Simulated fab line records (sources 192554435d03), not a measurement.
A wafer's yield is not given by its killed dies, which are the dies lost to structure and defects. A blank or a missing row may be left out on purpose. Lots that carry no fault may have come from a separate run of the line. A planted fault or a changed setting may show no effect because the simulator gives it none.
fab line records	flow n5_finfet
[record] lots = 7	wafers = 18	last_day = 16
route steps=1938 shown FIN_SAQP@113 BEOL_M4@1111 PASSIVATION@1936
lots that met no fault: from a run of the same line without faults
start_h: start of the lot's first displayed wafer, in hours after the record's first day	wait_h: how many hours have passed since the lot's step before this one	" repeats the value in the row above	L1.1+2: a single row standing in for several wafers	- no value, or no start was given	* or withheld: withheld	< > ~ a bound
route shown NAME@n: NAME is a module with steps in the file, n the number in the route of the first one	usual: mean/standard deviation taken from wafers without a fault	same: alike in all rows	chamber/n: place in a boat	sites: the reading at each site	_std_site: their standard deviation	_edge_site: inner sites' mean taken away from outer sites' mean	radius_mm: how far each site lies from the wafer's centre	mask NAME#n: copy n	behind: the tool/chamber that last shaped the wafer	hold: why the lot went on hold/how many hours it stayed there/how the hold came to an end	device: names the non-switching transistor (n, p or np)	end of line: the same wafers' tests at the end of the route	a step with no rows: only its recipe	killed: the dies lost at the first sort to structure and to defects; this is not the yield of the wafer	map: shows each die of a wafer: x if killed, . if not, _ if none is there
set.NAME: setting as actually run; set.NAME@STEP: the setting as run at that earlier step	model.NAME: the simulator's own value behind a step, which no gauge read
lots seen at some steps along the route; tables by step, rows by wafer
services: a tool's chamber out of use, with start hour (start_h, from the record's first day; less than 0 if before it), hours out, and reason
[[steps]]
[step N5_FIN_SAQP_INSPECT_18]
[recipe] mode = adi	inspect_instrument = brightfield
[usual] raw_defect_count = 388/110
lot.wafer	tool	chamber	start_h	wait_h	raw_defect_count
L977.1	defect_inspect-01	-	65.07	0.0	358
L977.5	"	-	"	"	262
L977.6	"	-	"	"	221
L979.4	defect_inspect-01	-	76.10	0.0	412
L979.5	"	-	"	"	310
L979.6	"	-	"	"	570
L984.3	defect_inspect-01	-	106.50	0.0	282
L984.5	"	-	"	"	362
L985.3	defect_inspect-02	-	112.64	0.0	400
L985.6	"	-	"	"	438
L986.5	defect_inspect-02	-	118.00	0.0	584
L986.6	"	-	"	"	644
L989.2	defect_inspect-01	-	137.34	0.0	279
L989.5	"	-	"	"	442
L989.6	"	-	"	"	258
L991.1	defect_inspect-02	-	147.80	0.0	279
L991.2	"	-	"	"	268
L991.5	"	-	"	"	271
[step N5_FIN_SAQP_DESCUM_21]
[recipe] chemistry = O2	time_s = 7.9	source_power_w = 50	bias_power_w = 20	pressure_mtorr = 20	rf_frequency_hz = 2.712e+07	temp_c = 40	resist = CAR-ArF	o2_flow_sccm = 225
[usual] drypump_motor_current_A = 5.6/0.45	oes_product_au = 0.79/0.094	rf_vpp_V = 243.2/1.4	showerhead_plenum_p_Torr = 2.10/0.08	throttle_valve_pct = 20.50/0.23
lot.wafer	tool	chamber	start_h	wait_h	drypump_motor_current_A	oes_product_au	rf_hours_counter_h	rf_vpp_V	showerhead_plenum_p_Torr	throttle_valve_pct
L977.1	rie_diel-06	3	65.52	0.4	5.7	0.71	199	244.5	2.17	20.85
L977.5	"	0	"	"	4.8	0.90	-	245.4	2.23	20.53
L977.6	"	1	"	"	6.2	0.95	-	245.0	2.24	20.47
L979.4	rie_diel-05	0	76.13	0.0	5.5	0.97	1	242.7	2.05	20.07
L979.5	"	2	"	"	5.6	0.93	-	243.2	2.04	20.48
L979.6	"	3	"	"	4.9	0.70	-	241.9	1.97	20.63
L984.3	rie_diel-06	2	106.54	0.0	5.8	0.73	190	240.9	2.08	20.61
L984.5	"	3	"	"	5.7	0.70	-	243.9	2.17	20.86
L985.3	rie_diel-06	2	112.67	0.0	5.8	0.72	192	243.7	2.08	20.63
L985.6	"	1	"	"	6.2	0.91	-	245.9	2.24	20.50
L986.5	rie_diel-06	2	118.05	0.0	5.8	0.72	-	243.2	2.08	20.62
L986.6	"	3	"	"	5.7	0.70	-	243.2	2.17	20.87
L989.2	rie_diel-01	1	137.38	0.0	5.6	0.70	211	242.5	2.07	20.54
L989.5	"	2	"	"	5.3	0.79	-	243.9	2.03	20.28
L989.6	"	3	"	"	5.3	0.82	-	240.6	2.03	20.01
L991.1	rie_diel-06	3	147.84	0.0	5.7	0.69	225	244.8	2.16	20.89
L991.2	"	1	"	"	6.2	0.87	30	244.7	2.23	20.53
L991.5	"	2	"	"	5.8	0.72	-	243.5	2.08	20.64
[step N5_FIN_SAQP_ETCH_51]
[recipe] chemistry = CF4	target = SiARC	target_depth_a = 455	mask_material = CAR-ArF	time_s = 75.8	ion_energy_ev = 80	pressure_mtorr = 40	source_w = 545	bias_w = 36	Ar_flow_sccm = 100	cf4_flow_sccm = 100	ends = cleared
[step N5_FIN_SAQP_ETCH_52]
[recipe] chemistry = N2/H2	target = SOC	target_depth_a = 1000	overetch_a = 200	mask_material = SiARC	temp_c = 40	time_s = 150	ion_energy_ev = 200	pressure_mtorr = 30	source_w = 840	bias_w = 150	n2_flow_sccm = 200	h2_flow_sccm = 200	ends = end_point
[step N5_FIN_SAQP_STRIP_53]
[recipe] chemistry = N2/H2	temp_c = 40	n2_flow_sccm = 200	h2_flow_sccm = 200	rf_frequency_hz = 6e+07
[step N5_FIN_SAQP_HM_OPEN_73]
[recipe] chemistry = CHF3/O2	target = SiO2	stop_on = a-Si	target_depth_a = 120	over_etch_frac = 1.8	mask_material = SOC	time_s = 16.8	pressure_mtorr = 30	source_w = 650	bias_w = 170	Ar_flow_sccm = 200	CHF3_flow_sccm = 50	O2_flow_sccm = 5	ion_energy_ev = 200	ends = end_point
[usual] drypump_motor_current_A = 5.6/0.45	oes_ar_750_au = 0.79/0.091	oes_product_au = 0.47/0.054	rf_vpp_V = 522/3.3	showerhead_plenum_p_Torr = 2.42/0.086	throttle_valve_pct = 18.90/0.24
lot.wafer	tool	chamber	start_h	wait_h	drypump_motor_current_A	oes_ar_750_au	oes_product_au	rf_hours_counter_h	rf_vpp_V	showerhead_plenum_p_Torr	throttle_valve_pct
L977.1	rie_diel-06	3	65.71	0.0	5.6	0.72	0.43	199	527	2.49	19.21
L977.5	"	0	"	"	4.8	0.90	0.54	-	527	2.55	18.90
L977.6	"	1	"	"	6.3	0.95	0.58	-	519	2.58	18.87
L979.4	rie_diel-05	0	76.33	0.0	5.5	0.96	0.58	1	522	2.37	18.50
L979.5	"	2	"	"	5.6	0.92	0.55	-	518	2.36	18.97
L979.6	"	3	"	"	5.0	0.70	0.43	-	522	2.28	19.09
L984.3	rie_diel-06	2	106.73	0.0	5.8	0.74	0.44	190	518	2.39	18.98
L984.5	"	3	"	"	5.7	0.71	0.43	-	526	2.49	19.23
L985.3	rie_diel-06	2	112.87	0.0	5.8	0.73	0.43	192	516	2.39	19.00
L985.6	"	1	"	"	6.2	0.91	0.54	-	518	2.57	18.89
L986.5	rie_diel-06	2	118.26	0.0	5.8	0.73	0.44	-	518	2.39	19.00
L986.6	"	3	"	"	5.7	0.70	0.43	-	525	2.48	19.20
L989.2	rie_diel-01	1	137.58	0.0	5.7	0.71	0.42	211	523	2.39	18.98
L989.5	"	2	"	"	5.3	0.79	0.48	-	518	2.32	18.56
L989.6	"	3	"	"	5.3	0.82	0.50	-	526	2.34	18.43
L991.1	rie_diel-06	3	148.04	0.0	5.7	0.70	0.42	225	526	2.48	19.24
L991.2	"	1	"	"	6.3	0.89	0.54	30	518	2.56	18.90
L991.5	"	2	"	"	5.8	0.72	0.44	-	519	2.39	19.01
[step N5_FIN_SAQP_STRIP_74]
[recipe] chemistry = CHF3/O2	resist = SiARC	rf_frequency_hz = 6e+07
[step N5_FIN_SAQP_MANDREL_ETCH_22]
[recipe] target_depth_a = 600	chemistry = HBr/Cl2	target = a-Si	stop_on = SiNx	bt_time_s = 10	over_etch_frac = 0.5	time_s = 30	pressure_mtorr = 10	icp_w = 800	bias_w = 75	HBr_flow_sccm = 150	Cl2_flow_sccm = 80	ends = end_point
[step N5_FIN_SAQP_STRIP_55]
[recipe] chemistry = N2/H2	power_w = 500	temp_c = 40	pressure_mtorr = 50	rf_frequency_hz = 6e+07	overash_fraction = 0.3	bias_power_w = 28	h2_frac = 0.5	n2_flow_sccm = 300	h2_flow_sccm = 300
[usual] drypump_motor_current_A = 5.6/0.42	oes_product_au = 0.80/0.099	rf_vpp_V = 121.8/1.4	showerhead_plenum_p_Torr = 3.36/0.11	throttle_valve_pct = 18.94/0.25
lot.wafer	tool	chamber	start_h	wait_h	drypump_motor_current_A	oes_product_au	rf_hours_counter_h	rf_vpp_V	showerhead_plenum_p_Torr	throttle_valve_pct
L977.1	rie_diel-01	2	66.06	0.2	5.3	0.82	76	120.6	3.26	19.11
L977.5	"	0	"	"	6.2	0.71	-	124.7	3.35	19.24
L977.6	"	1	"	"	5.7	0.74	-	122.7	3.33	19.02
L979.4	rie_diel-05	3	76.51	0.1	5.0	0.70	255	120.4	3.17	18.70
L979.5	"	2	"	"	5.7	0.93	-	120.6	3.28	19.00
L979.6	"	3	"	"	5.0	0.69	-	121.9	3.17	18.70
L984.3	rie_diel-06	0	106.92	0.1	4.8	0.89	41	121.7	3.55	18.67
L984.5	"	3	"	"	5.7	0.69	-	122.8	3.46	19.12
L985.3	rie_diel-05	2	113.05	0.1	5.7	0.89	42	123.0	3.27	19.07
L985.6	"	2	"	"	5.7	0.90	-	121.3	3.28	19.04
L986.5	rie_diel-05	2	118.44	0.0	5.7	0.89	-	122.7	3.27	19.02
L986.6	"	3	"	"	5.0	0.95	-	120.4	3.57	18.24
L989.2	rie_diel-06	3	137.77	0.1	5.7	0.69	222	123.3	3.45	19.11
L989.5	"	0	"	"	4.8	0.85	-	121.7	3.54	18.68
L989.6	"	3	"	"	5.7	0.69	-	124.0	3.45	19.10
L991.1	rie_diel-05	1	148.26	0.1	6.1	0.94	8	121.0	3.42	18.75
L991.2	"	3	"	"	5.0	0.90	17	122.4	3.57	18.25
L991.5	"	0	"	"	5.5	0.88	-	122.2	3.28	18.62
[step N5_FIN_SAQP_STRIP_23]
[recipe] chemistry = SPM	time_s = 750	temp_c = 130	h2so4_h2o2_vol_ratio = 4
[step N5_FIN_SAQP_SRD_66]
[recipe] dry = ipa_marangoni	time_s = 30	temp_c = 23	rinse_liquid = diw
[step N5_FIN_SAQP_RECESS_75]
[recipe] chemistry = HF/NH3	target = SiO2	target_depth_a = 144	afs_cycles = 3	temp_c = 30	sublimation_temp_c = 180	sublimation_time_s = 60
[usual] drypump_motor_current_A = 5.6/0.57	sublimation_temp_c = 179.96/0.14
lot.wafer	tool	chamber	start_h	wait_h	drypump_motor_current_A	sublimation_temp_c
L977.1	vapor_etch-01	1	66.38	0.0	5.6	180.02
L977.5	"	0	"	"	6.3	179.93
L977.6	"	1	"	"	5.6	179.94
L979.4	vapor_etch-02	1	76.95	0.1	4.7	179.79
L979.5	"	0	"	"	5.4	180.05
L979.6	"	1	"	"	4.7	179.93
L984.3	vapor_etch-01	1	107.36	0.1	5.6	179.87
L984.5	"	0	"	"	6.3	180.09
L985.3	vapor_etch-02	0	113.49	0.1	5.3	179.82
L985.6	"	0	"	"	5.3	179.72
L986.5	vapor_etch-02	1	118.99	0.3	4.7	180.19
L986.6	"	0	"	"	5.3	179.75
L989.2	vapor_etch-02	0	138.09	0.0	5.4	179.97
L989.5	"	1	"	"	4.7	179.81
L989.6	"	0	"	"	5.4	179.89
L991.1	vapor_etch-01	0	148.58	0.0	6.3	179.98
L991.2	"	1	"	"	5.6	179.97
L991.5	"	1	"	"	5.6	179.75
[step N5_FIN_SAQP_SPACER1_ALD_24]
[recipe] material = SiO2	target_thk_a = 203	temp_c = 300	ald_precursor_family = BDEAS	ald_co_reactant = O2-plasma	pulse_time_s = 1	purge_time_s = 2	co_reactant_purge_time_s = 2	ald_cycles = 218	pressure_torr = 2
[usual] ald_cycles = 218/0	heater_power_w = 485/42	precursor_pulse_height_rel = 1.002/0.018	susceptor_temp_C = 300.00/0.19
[same] pulse_time_s = 1
lot.wafer	tool	chamber	start_h	wait_h	ald_cycles	heater_power_w	precursor_pulse_height_rel	susceptor_temp_C	model.SiO2_of_FIN_SAQP_SPACER1_ALD_24.thk_nm
L977.1	ald_sin-04	1	66.77	0.3	218	471	0.983	300.23	20.4
L977.5	"	0	"	"	218	526	1.007	300.00	20.2
L977.6	"	1	"	"	218	476	1.017	299.97	20.2
L979.4	ald_sin-03	0	77.78	0.7	218	487	0.991	299.87	20.2
L979.5	"	3	"	"	218	533	1.020	300.01	20.4
L979.6	"	2	"	"	218	458	1.019	299.72	20.4
L984.3	ald_sin-04	2	107.65	0.2	218	490	1.014	300.13	20.2
L984.5	"	0	"	"	192	515	1.006	300.17	17.6
L985.3	ald_sin-04	2	113.76	0.1	218	481	1.011	299.77	20.2
L985.6	"	2	"	"	192	478	1.028	299.83	17.8
L986.5	ald_sin-04	1	119.48	0.4	192	473	0.967	299.90	17.8
L986.6	"	0	"	"	192	509	1.027	300.06	17.8
L989.2	ald_sin-01	1	138.47	0.3	218	537	0.982	300.13	20.4
L989.5	"	0	"	"	218	463	1.015	299.89	20.2
L989.6	"	1	"	"	218	527	0.984	299.96	20.2
L991.1	ald_sin-01	3	149.88	1.2	218	409	1.006	300.06	20.2
L991.2	"	2	"	"	218	499	1.010	299.87	20.2
L991.5	"	0	"	"	218	464	1.003	300.32	20.2
[step N5_FIN_SAQP_SPACER1_ETCHBACK_25]
[recipe] chemistry = CHF3/O2	mode = anisotropic_etchback	target = SiO2	target_depth_a = 244	time_s = 12.2	pressure_mtorr = 30	source_w = 650	bias_w = 170	Ar_flow_sccm = 200	CHF3_flow_sccm = 50	O2_flow_sccm = 5	ion_energy_ev = 200
[usual] drypump_motor_current_A = 5.6/0.42	oes_ar_750_au = 0.80/0.092	oes_product_au = 0.80/0.097	rf_vpp_V = 522/4.1	showerhead_plenum_p_Torr = 2.41/0.08	throttle_valve_pct = 18.93/0.27
lot.wafer	tool	chamber	start_h	wait_h	drypump_motor_current_A	oes_ar_750_au	oes_product_au	rf_hours_counter_h	rf_vpp_V	showerhead_plenum_p_Torr	throttle_valve_pct
L977.1	rie_diel-06	0	67.51	0.4	4.8	0.90	0.90	29	526	2.55	18.98
L977.5	"	0	"	"	4.8	0.90	0.89	-	527	2.55	18.98
L977.6	"	1	"	"	6.3	0.95	0.94	-	519	2.57	18.94
L979.4	rie_diel-05	2	78.53	0.4	5.6	0.92	0.93	-	519	2.36	19.04
L979.5	"	1	"	"	6.2	0.68	0.68	-	523	2.46	18.94
L979.6	"	0	"	"	5.6	0.97	0.97	-	521	2.37	18.59
L984.3	rie_diel-05	2	108.37	0.4	5.6	0.90	0.90	40	519	2.35	19.06
L984.5	"	3	"	"	5.0	0.96	0.97	-	533	2.57	18.72
L985.3	rie_diel-01	3	114.47	0.4	5.3	0.83	0.82	75	525	2.34	18.50
L985.6	"	1	"	"	5.6	0.71	0.71	-	523	2.40	19.03
L986.5	rie_diel-01	3	119.88	0.1	5.3	0.83	0.83	-	525	2.34	18.51
L986.6	"	2	"	"	5.3	0.80	0.79	-	518	2.32	18.61
L989.2	rie_diel-01	1	139.19	0.4	5.7	0.71	0.69	211	522	2.39	19.04
L989.5	"	0	"	"	6.2	0.72	0.70	-	519	2.40	19.31
L989.6	"	3	"	"	5.3	0.82	0.81	-	527	2.34	18.50
L991.1	rie_diel-06	2	150.60	0.4	5.8	0.72	0.72	204	518	2.39	19.08
L991.2	"	3	"	"	5.7	0.69	0.69	226	529	2.48	19.33
L991.5	"	3	"	"	5.7	0.70	0.70	-	526	2.48	19.32
[step N5_FIN_SAQP_MANDREL1_REMOVE_56]
[recipe] chemistry = HBr/Cl2/O2	bt_time_s = 10	target = a-Si	stop_on = SiNx	endpoint = OES-SiCl	over_etch_frac = 1	icp_w = 600	bias_w = 22	HBr_flow_sccm = 150	Cl2_flow_sccm = 80	O2_flow_sccm = 5	pressure_mtorr = 10
[usual] HBr_flow_sccm = 150.0/0.5	drypump_motor_current_A = 5.9/0.42	oes_product_au = 1.011/0.015	throttle_valve_pct = 36.67/0.19
lot.wafer	tool	chamber	start_h	wait_h	HBr_flow_sccm	drypump_motor_current_A	oes_product_au	rf_hours_counter_h	throttle_valve_pct	model.FIN_SAQP.cd_nm
L977.1	rie_si-05	3	67.60	0.1	149.6	6.1	1.020	1	36.51	20.4
L977.5	"	2	"	"	150.6	6.1	1.027	-	36.70	20.4
L977.6	"	1	"	"	149.6	6.8	1.029	-	36.37	20.2
L979.4	rie_si-06	2	78.59	0.0	150.3	5.8	1.017	76	36.86	20.2
L979.5	"	3	"	"	150.1	5.3	0.980	-	36.55	20.4
L979.6	"	2	"	"	149.8	5.8	1.015	-	36.85	20.2
L984.3	rie_si-06	2	108.46	0.1	150.3	5.7	1.016	77	36.86	20
L984.5	"	3	"	"	150.0	5.3	0.977	-	36.54	17.6
L985.3	rie_si-01	3	114.56	0.1	150.4	5.7	0.990	136	36.58	20.4
L985.6	"	0	"	"	150.6	6.3	1.002	-	36.99	17.8
L986.5	rie_si-05	0	119.97	0.1	151.0	6.0	1.021	-	36.71	17.8
L986.6	"	3	"	"	149.5	6.1	1.016	-	36.51	17.8
L989.2	rie_si-06	2	139.28	0.1	149.9	5.8	1.011	77	36.86	20.2
L989.5	"	1	"	"	150.2	5.6	0.997	-	36.57	20.2
L989.6	"	2	"	"	149.7	5.8	1.015	-	36.87	20.2
L991.1	rie_si-05	2	150.69	0.1	150.3	6.1	1.035	50	36.72	20.2
L991.2	"	0	"	"	149.7	6.0	1.001	44	36.71	20.2
L991.5	"	0	"	"	149.5	6.0	1.017	-	36.73	20.2
[step N5_FIN_SAQP_CD_MEAS_27]
[recipe] target_cd_nm = 20	landing_energy_ev = 1000	detector = se_inlens	polarity = line
[usual] cd_nm = 20.28/0.2
lot.wafer	tool	chamber	start_h	wait_h	cd_nm
L977.1	cd_sem-01	0	67.71	0.1	20.44
L977.5	"	0	"	"	20.15
L977.6	"	0	"	"	20.30
L979.4	cd_sem-03	0	78.71	0.1	20.24
L979.5	"	0	"	"	20.22
L979.6	"	0	"	"	20.53
L984.3	cd_sem-01	0	108.57	0.1	20.28
L984.5	"	0	"	"	17.50
L985.3	cd_sem-01	0	114.68	0.1	20.53
L985.6	"	0	"	"	17.91
L986.5	cd_sem-01	0	120.06	0.0	17.96
L986.6	"	0	"	"	17.91
L989.2	cd_sem-02	0	139.39	0.1	20.27
L989.5	"	0	"	"	20.13
L989.6	"	0	"	"	20.10
L991.1	cd_sem-01	0	150.80	0.1	20.13
L991.2	"	0	"	"	20.07
L991.5	"	0	"	"	20.02
[step N5_FIN_SAQP_ETCH_57]
[recipe] chemistry = CH3F/O2	target = SiNx	mask_material = SiO2	target_depth_a = 325	time_s = 46.4	pressure_mtorr = 30	source_w = 395	bias_w = 73	Ar_flow_sccm = 150	CH3F_flow_sccm = 30	O2_flow_sccm = 20	ion_energy_ev = 120	ends = cleared
[step N5_BEOL_M4_RC_MEAS_101]
[usual] DIBL_N = 35.7/1.3	DIBL_P = 35.4/1.8	IOFF_N = 0.152/0.027	IOFF_P = 0.20/0.034	ION_N = 672/9.8	ION_P = 461/7.5	SS_N = 71.4/0.55	SS_P = 73.1/0.61	VT_N = 251/3.3	VT_P = -251/3.6
lot.wafer	tool	chamber	start_h	wait_h	DIBL_N[mV/V]	DIBL_P[mV/V]	IOFF_N[nA/um]	IOFF_P[nA/um]	ION_N[uA/um]	ION_P[uA/um]	SS_N[mV/dec]	SS_P[mV/dec]	VT_N[mV]	VT_P[mV]
L977.1	prober-02	0	209.67	0.0	34.2	34.1	0.131	0.17	672	455	71.4	72.0	252	-253
L977.5	"	0	"	"	36.0	36.0	0.155	0.21	683	469	71.6	73.5	249	-250
L977.6	"	0	"	"	35.6	35.7	0.154	0.20	672	462	71.8	73.9	248	-250
L979.4	prober-02	0	219.71	0.8	34.9	33.3	0.118	0.18	669	458	70.9	72.5	255	-251
L979.5	"	0	"	"	36.4	35.8	0.147	0.21	677	464	71.2	73.4	253	-249
L979.6	"	0	"	"	36.7	35.9	0.145	0.21	673	462	71.8	72.8	249	-249
L985.3	prober-01	0	256.40	0.3	37.8	36.4	0.179	0.20	676	455	72.1	74.4	249	-253
L985.6	"	0	"	"	37.4	37.0	0.172	0.21	670	454	71.8	73.4	250	-251
L984.3	prober-01	0	260.90	0.3	34.8	33.9	0.130	0.18	656	457	72.4	72.2	252	-253
L984.5	"	0	"	"	38.1	38.5	0.192	0.25	676	458	72.1	74.1	249	-248
L986.5	prober-01	0	262.44	0.6	34.6	34.2	0.122	0.18	654	456	70.9	72.1	251	-252
L986.6	"	0	"	"	35.6	34.3	0.138	0.19	668	458	71.7	72.8	250	-250
L989.2	prober-01	0	275.59	0.2	36.0	35.4	0.157	0.20	685	462	71.1	72.8	249	-251
L989.5	"	0	"	"	35.7	35.3	0.148	0.20	678	469	71.1	72.9	250	-249
L989.6	"	0	"	"	36.7	36.2	0.167	0.21	680	463	72.1	73.5	251	-251
L991.1	prober-02	0	285.90	0.0	34.2	33.3	0.111	0.15	661	458	70.7	72.3	254	-257
L991.2	"	0	"	"	37.3	37.7	0.176	0.22	694	473	71.7	73.1	249	-250
L991.5	"	0	"	"	34.7	34.4	0.131	0.17	674	463	70.3	72.6	251	-252
[step N5_PASSIVATION_PROBE_49]
[usual] defect_limited_yield = 91.5/1.3	killed_at_M0_to_M3 = 33/11	killed_at_M4_up = 14/5.3	killed_at_contacts = 11/6.3	killed_at_front_end = 38/10	killed_at_other = 3.7/2.8	killed_dies = 101/16	killed_open = 67/12	killed_short = 32/7.4	sort_bin_5_function = 5.0/0.86	sort_bin_6_memory = 3.2/0.69	sort_n_pass = 1079/16	sort_yield_pct = 91.5/1.3
[same] gross_dies = 1180	killed_at_back_side = 0	sort_bin_4_leakage[%] = 0	sort_bin_8_speed[%] = 0
lot.wafer	tool	chamber	start_h	wait_h	defect_limited_yield[%]	killed_at_M0_to_M3	killed_at_M4_up	killed_at_contacts	killed_at_front_end	killed_at_other	killed_dies	killed_open	killed_short	sort_bin_5_function[%]	sort_bin_6_memory[%]	sort_n_pass	sort_yield_pct[%]
L985.3	prober-01	-	356.51	0.1	91.9	20	13	5	51	7	96	66	28	5.5	2.0	1084	91.9
L986.5	prober-02	-	362.97	0.2	90.1	38	11	10	54	4	117	80	34	5.5	4.0	1063	90.1
L986.6	prober-02	-	363.02	0.3	94.3	25	3	2	34	3	67	39	26	3.5	2.0	1113	94.3
// killed by level:class
L985.3 FIN_SAQP:geometric_particle:open=16 STI_FIN_REVEAL:geometric_particle:open=11 FIN_SAQP:geometric_particle:short=9 BEOL_M2:geometric_particle:open=8 STARTING-WAFER:geometric_particle:short=5 MOL_CONTACT_COAG:geometric_particle:open=5 BEOL_M0_SAQP:geometric_particle:open=5 BEOL_M4:geometric_particle:open=4
L986.5 STI_FIN_REVEAL:geometric_particle:open=20 BEOL_M0_SAQP:geometric_particle:short=12 BEOL_M3:geometric_particle:open=11 FIN_SAQP:geometric_particle:short=10 MOL_CONTACT_COAG:geometric_particle:open=10 FIN_SAQP:geometric_particle:open=6 BEOL_M0_SAQP:geometric_particle:open=6 BEOL_M1:geometric_particle:open=5
L986.6 STI_FIN_REVEAL:geometric_particle:open=9 BEOL_M3:geometric_particle:open=6 STI_FIN_REVEAL:geometric_particle:short=5 FIN_SAQP:geometric_particle:short=4 GATE_CUT:geometric_particle:open=4 GATE_CUT:geometric_particle:short=4 BEOL_M1:geometric_particle:open=4 BEOL_M0_SAQP:geometric_particle:short=4
[[services]]
tool	chamber	start_h	hours	kind
rie_diel-01	1	43.00	9.0	repair
rie_diel-01	-	44.60	4.5	repair
rie_si-06	-	48.33	2.8	pm
ald_sin-03	0	54.29	4.1	repair
rie_diel-05	0	54.38	-	clean
rie_diel-05	0	54.38	-	consumable_replace:focus_ring
rie_diel-05	0	54.38	18.2	scheduled_down
rie_diel-05	0	54.38	18.2	vent_cycle
vapor_etch-02	0	59.36	2.9	repair
rie_si-05	0	71.47	7.9	repair
rie_diel-05	3	77.97	4.6	repair
rie_diel-05	3	82.67	-	clean
rie_diel-05	3	82.67	-	consumable_replace:focus_ring
rie_diel-05	3	82.67	-	consumable_replace:showerhead
rie_diel-05	3	82.67	23.6	scheduled_down
rie_diel-05	3	82.67	23.6	vent_cycle
ald_sin-03	-	85.29	14.0	pm
vapor_etch-01	-	101.95	0.1	repair
rie_si-01	-	112.86	0.3	repair
rie_si-06	2	125.49	1.3	repair
rie_si-05	3	127.44	17.1	repair
rie_si-05	0	127.68	1.2	repair
ald_sin-03	-	143.78	28.1	pm
rie_diel-06	0	149.96	9.6	repair
[[key]]
[first_sign] step = N5_FIN_SAQP_SPACER1_ALD_24	reading = ald_cycles	direction = down	sigmas = 99+	usual = *	struck = *
[effect] step = N5_FIN_SAQP_CD_MEAS_27	reading = cd_nm	direction = down	sigmas = 12	usual = 20.28	struck = 17.82
[model_effect] step = N5_FIN_SAQP_SPACER1_ALD_24	value = SiO2_of_FIN_SAQP_SPACER1_ALD_24.thk_nm	without = 20.15	struck = 17.75
[model_effect] step = N5_FIN_SAQP_MANDREL1_REMOVE_56	value = FIN_SAQP.cd_nm	without = 20.15	struck = 17.75
met_at N5_FIN_SAQP_SPACER1_ALD_24
struck_wafers L984.5,L985.6,L986.5,L986.6
onset_between 66.77 107.65
[fault] kind = process_parameter_drift	tool = ald_sin-04	chamber = -	onset_h = 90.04	steps = N5_FIN_SAQP_SPACER1_ALD_24	channel = ald_cycles	offset = *	shape = step	end_h = 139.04	scope = struck_wafers_only	acts_in = *	stated = *
